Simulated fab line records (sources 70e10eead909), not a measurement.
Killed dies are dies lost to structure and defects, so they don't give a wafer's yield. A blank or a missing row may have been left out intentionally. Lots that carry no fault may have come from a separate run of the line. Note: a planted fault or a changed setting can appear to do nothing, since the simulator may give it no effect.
Comparing a struck lot with a sound one | flow nand_harc | 38 out of 1302 route steps
Sound: wafers L853.1, L853.2, L853.5. Wafers struck: L866.2, L866.3, L866.4. At the end, the cause is stated.
Each step with rows lists, per side, the tool, then ch with its chambers, then its first start. Under that, the readings that differ: sound wafers | struck wafers | difference of the means | sigmas: that difference in standard deviations of wafers without a fault.
alike: same words and numbers on both sides, and readings whose means sit less than 2 such deviations apart. not compared: any withheld reading, any reading some wafer has no value for, any bound like >300 that may hide the same value, and any number with overlapping values for which the record gives no deviation.
A row with sigmas, a row that says differs or no value, or rows on one side alone: a step with any of these is where the two part. Numbers that don't overlap but have no deviation are shown without sigmas and don't part them. A reading that every wafer of one side lacks parts them only if that side has two wafers or more.

first, 2 steps without rows for these wafers: NHARC_A_SOURCE_PLATE_SRD_01; NHARC_A_SOURCE_PLATE_OXIDE_02 (material SiO2, target thk 10 nm, ox time 1362 s).
NHARC_A_SOURCE_PLATE_THK_MEAS_09: measures by ellipsometry.
  struck on film_metro-02, day 13 23:24; sound on film_metro-01, day 8 07:53
  alike: thk_nm
then, 3 steps without rows for these wafers: NHARC_A_SOURCE_PLATE_PVD_04 (deposits WSi2, target thk 50 nm); NHARC_A_SOURCE_PLATE_CVD_03 (deposits poly-Si, target thk 200 nm, time 4000 s); NHARC_A_SOURCE_PLATE_ANNEAL_05 (time 1800 s).
NHARC_A_SOURCE_PLATE_THK_MEAS_06: measures by ellipsometry.
  struck on film_metro-02, day 14 14:40; sound on film_metro-01, day 8 20:53
  alike: thk_nm
NHARC_A_SOURCE_PLATE_INSPECT_08:
  struck on defect_inspect-02, day 14 14:44; sound on defect_inspect-02, day 8 21:00
  alike: raw_defect_count
then, no rows for these wafers at 1 step: NHARC_A_ONON_D1_DEP_00 (target thk 1000 nm).
NHARC_A_ONON_D1_THK_MEAS_02: measures by ellipsometry.
  struck on film_metro-01, day 14 15:19; sound on film_metro-02, day 8 21:35
  alike: thk_nm
NHARC_A_ONON_D1_DEP_03: target thk 1000 nm.
  sound on pecvd_onon-03 ch 0, day 8 21:38; struck on pecvd_onon-02 ch 0, day 14 15:26
NHARC_A_ONON_D1_THK_MEAS_05: measures by ellipsometry.
  struck on film_metro-02, day 14 15:53; sound on film_metro-01, day 8 22:09
  alike: thk_nm
then, no rows for these wafers at 1 step: NHARC_A_ONON_D1_DEP_06 (target thk 1000 nm).
NHARC_A_ONON_D1_THK_MEAS_08: measures by ellipsometry.
  struck on film_metro-01, day 14 16:27; sound on film_metro-02, day 8 22:43
  alike: thk_nm
then, no rows for these wafers at 1 step: NHARC_A_ONON_D1_DEP_09 (target thk 1000 nm).
NHARC_A_ONON_D1_THK_MEAS_11: measures by ellipsometry.
  struck on film_metro-01, day 14 17:01; sound on film_metro-01, day 8 23:16
  alike: thk_nm
then, no rows for these wafers at 1 step: NHARC_A_ONON_D1_DEP_12 (target thk 1000 nm).
NHARC_A_ONON_D1_THK_MEAS_14: measures by ellipsometry.
  struck on film_metro-01, day 14 17:35; sound on film_metro-02, day 8 23:51
  alike: thk_nm
then, 2 steps without rows for these wafers: NHARC_A_ONON_D1_ANNEAL_15 (time 3600 s); NHARC_A_ONON_D1_DEP_16 (target thk 1000 nm).
NHARC_A_ONON_D1_THK_MEAS_18: measures by ellipsometry.
  struck on film_metro-02, day 15 04:09; sound on film_metro-01, day 9 07:35
  alike: thk_nm
then, no rows for these wafers at 1 step: NHARC_A_ONON_D1_DEP_19 (target thk 1000 nm).
NHARC_A_ONON_D1_THK_MEAS_21: measures by ellipsometry.
  struck on film_metro-02, day 15 04:43; sound on film_metro-02, day 9 08:10
  alike: thk_nm
then, no rows for these wafers at 1 step: NHARC_A_ONON_D1_DEP_22 (target thk 1000 nm).
NHARC_A_ONON_D1_THK_MEAS_24: measures by ellipsometry.
  struck on film_metro-01, day 15 05:17; sound on film_metro-01, day 9 08:44
  alike: thk_nm
then, no rows for these wafers at 1 step: NHARC_A_ONON_D1_DEP_25 (target thk 1000 nm).
NHARC_A_ONON_D1_THK_MEAS_27: measures by ellipsometry.
  struck on film_metro-01, day 15 05:52; sound on film_metro-01, day 9 09:17
  alike: thk_nm
then, no rows for these wafers at 1 step: NHARC_A_ONON_D1_DEP_28 (target thk 1000 nm).
NHARC_A_ONON_D1_THK_MEAS_30: measures by ellipsometry.
  struck on film_metro-02, day 15 06:27; sound on film_metro-02, day 9 09:52
  alike: thk_nm
NHARC_A_ONON_D1_DEP_33: deposits SiO2, target thk 200 nm.
  sound on pecvd-04 ch 1,2, day 9 09:55; struck on pecvd-02 ch 0,1, day 15 06:31
  alike: heater_power_w, throttle_valve_pct
NHARC_A_ONON_D1_THK_MEAS_34: measures by ellipsometry.
  struck on film_metro-02, day 15 06:55; sound on film_metro-01, day 9 10:20
  reading     | sound             | struck            | difference | sigmas
  thk_nm (nm) | 194.0 196.8 199.5 | 203.2 203.2 207.0 | +7.7       | +3
NHARC_A_CHANNEL_HOLE_D1_DEP_00: deposits aC, target thk 3100 nm.
  sound on acl_dep-02 ch 0, day 9 11:11; struck on acl_dep-02 ch 0, day 15 07:34
  alike: throttle_valve_pct
NHARC_A_CHANNEL_HOLE_D1_DEP_01: deposits SiON, target thk 140 nm.
  sound on pecvd-04 ch 0,2, day 9 13:07; struck on pecvd-03 ch 0,1, day 15 09:10
  alike: heater_power_w
then, 4 steps without rows for these wafers: NHARC_A_CHANNEL_HOLE_D1_DEHYDRATE_02 (time 120 s); NHARC_A_CHANNEL_HOLE_D1_HMDS_03 (time 30 s); NHARC_A_CHANNEL_HOLE_D1_COAT_36 (time 75 s); NHARC_A_CHANNEL_HOLE_D1_COAT_37 (time 65 s).
-- record jumps: 17 days between struck wafers' starts before vs after; left off in module A_CHANNEL_HOLE_D1, resumes in module END, first step shown is number 1302 of the route --
NHARC_END_SORT_01:
  sound on prober-01 ch 0, day 25 09:20; struck on prober-01 ch 0, day 32 00:11
  reading         | sound    | struck      | difference | sigmas
  killed_at_array | 69 73 80 | 156 143 142 | +73        | +4
  killed_dies     | 74 77 83 | 162 147 143 | +73        | +4
  alike: killed_at_other, killed_at_periphery, killed_open, killed_short

WHERE THEY PART
Earliest at NHARC_A_ONON_D1_THK_MEAS_34; latest, in this record, at NHARC_END_SORT_01.

WHY: whatever the simulator had introduced
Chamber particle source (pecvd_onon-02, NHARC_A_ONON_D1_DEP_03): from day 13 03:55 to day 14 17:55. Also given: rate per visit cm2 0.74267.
